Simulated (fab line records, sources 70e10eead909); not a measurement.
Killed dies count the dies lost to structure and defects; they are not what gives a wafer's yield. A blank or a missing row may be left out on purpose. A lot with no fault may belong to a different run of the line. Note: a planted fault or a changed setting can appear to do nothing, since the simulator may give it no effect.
A lot that was struck, set against a sound lot / flow nand harc / 15 out of 1302 route steps
Sound: the wafers L847.2, L847.3, L847.5. Wafers L844.3, L844.4, L844.5 were the ones struck. The cause comes at the end.
Order at every step that has rows: each side's tool, ch and its chambers, its first start. Under that, the readings that differ: sound wafers / struck wafers / difference of the means / sigmas: that difference in standard deviations of wafers without a fault.
alike: same words and numbers on both sides, and readings whose means sit less than 2 such deviations apart. not compared: any withheld reading, any reading some wafer has no value for, any bound like >300 that may hide the same value, and any number with overlapping values for which the record gives no deviation.
A row with sigmas, a row that says differs or no value, or rows on one side alone: a step with any of these is where the two part. Numbers that have no deviation but don't overlap get no sigmas and don't part them. A reading that every wafer of one side lacks parts them only if that side has two wafers or more.

first, 1 step without rows for these wafers: NHARC_A_CHANNEL_HOLE_D1_SRD_29.
NHARC_A_CHANNEL_HOLE_D1_CD_MEAS_30:
  sound on cd sem-03 at day 14 16:21; struck on cd sem-01 at day 12 17:31
  alike: cd nm
NHARC_A_CHANNEL_HOLE_D1_XSEM_31:
  sound on xsem-01 ch 0, day 14 16:26; struck on xsem-01 ch 0, day 12 17:36
  alike: bot cd nm, bow nm, tilt deg
NHARC_A_CHANNEL_HOLE_D1_INSPECT_40:
  sound on defect inspect-02 at day 14 16:32; struck on defect inspect-02 at day 12 17:41
  alike: raw defect count
then, 2 steps without rows for these wafers: NHARC_A_CHANNEL_FILL_D1_PRECLEAN_00 (cleans in SC1); NHARC_A_CHANNEL_FILL_D1_SRD_01.
NHARC_A_CHANNEL_FILL_D1_ALD_02: deposits SiO2, target thk 6 nm, pulse time 10 s, ald cycles 60.
  sound on ald hk-02 ch 0,1,2, day 14 16:43; struck on ald hk-01 ch 0,3, day 12 17:53
  alike: heater power w, precursor pulse height rel
NHARC_A_CHANNEL_FILL_D1_ALD_03: deposits SiNx, target thk 6 nm, pulse time 60 s, ald cycles 58.
  sound on ald sin batch-02 ch 0; struck on ald sin batch-03 ch 0
  alike: precursor pulse height rel
NHARC_A_CHANNEL_FILL_D1_ALD_14: deposits SiO2, target thk 2.5 nm, pulse time 10 s, ald cycles 25.
  sound on ald hk-02 ch 0,1,3, day 14 23:47; struck on ald hk-04 ch 1,2,3, day 13 01:00
  alike: heater power w, precursor pulse height rel
then, 3 steps without rows for these wafers: NHARC_A_CHANNEL_FILL_D1_ALD_15 (deposits SiNx, target thk 2 nm, pulse time 60 s, ald cycles 19); NHARC_A_CHANNEL_FILL_D1_ALD_16 (deposits SiO2, target thk 1.5 nm, pulse time 10 s, ald cycles 15); NHARC_A_CHANNEL_FILL_D1_ANNEAL_17 (time 1800 s).
NHARC_A_CHANNEL_FILL_D1_CVD_18: deposits poly-Si, target thk 3 nm.
  struck on lpcvd poly-04, day 13 16:04; sound on lpcvd poly-02 ch 0, day 15 17:04
  no value came back on the struck wafers for spike tc bottom C (C), spike tc centre C (C), tube center temp C (C); on the sound wafers spike tc bottom C (C) reads 568.6 570.0 568.4
NHARC_A_CHANNEL_FILL_D1_ETCHBACK_19: etches the open film in HBr/Cl2, target depth 5 nm, time 1.7 s.
  sound on rie si-04 ch 0,1, day 15 19:09; struck on rie si-04 ch 0,1, day 13 18:07
  alike: bias w, drypump motor current A, oes product au, throttle valve pct
  not compared: rf hours counter h
-- record jumps: 15 days between struck wafers' starts before vs after; left off in module A_CHANNEL_FILL_D1, resumes in module END, first step shown is number 1302 of the route --
NHARC_END_SORT_01:
  only the struck wafers appear in the record here, on prober-02 ch 0 at day 28 06:40; the sound ones have no rows

## WHERE THEY PART
Last at NHARC_END_SORT_01 as far as this record goes, first at NHARC_A_CHANNEL_FILL_D1_CVD_18.

WHY: what had been put in by the simulator
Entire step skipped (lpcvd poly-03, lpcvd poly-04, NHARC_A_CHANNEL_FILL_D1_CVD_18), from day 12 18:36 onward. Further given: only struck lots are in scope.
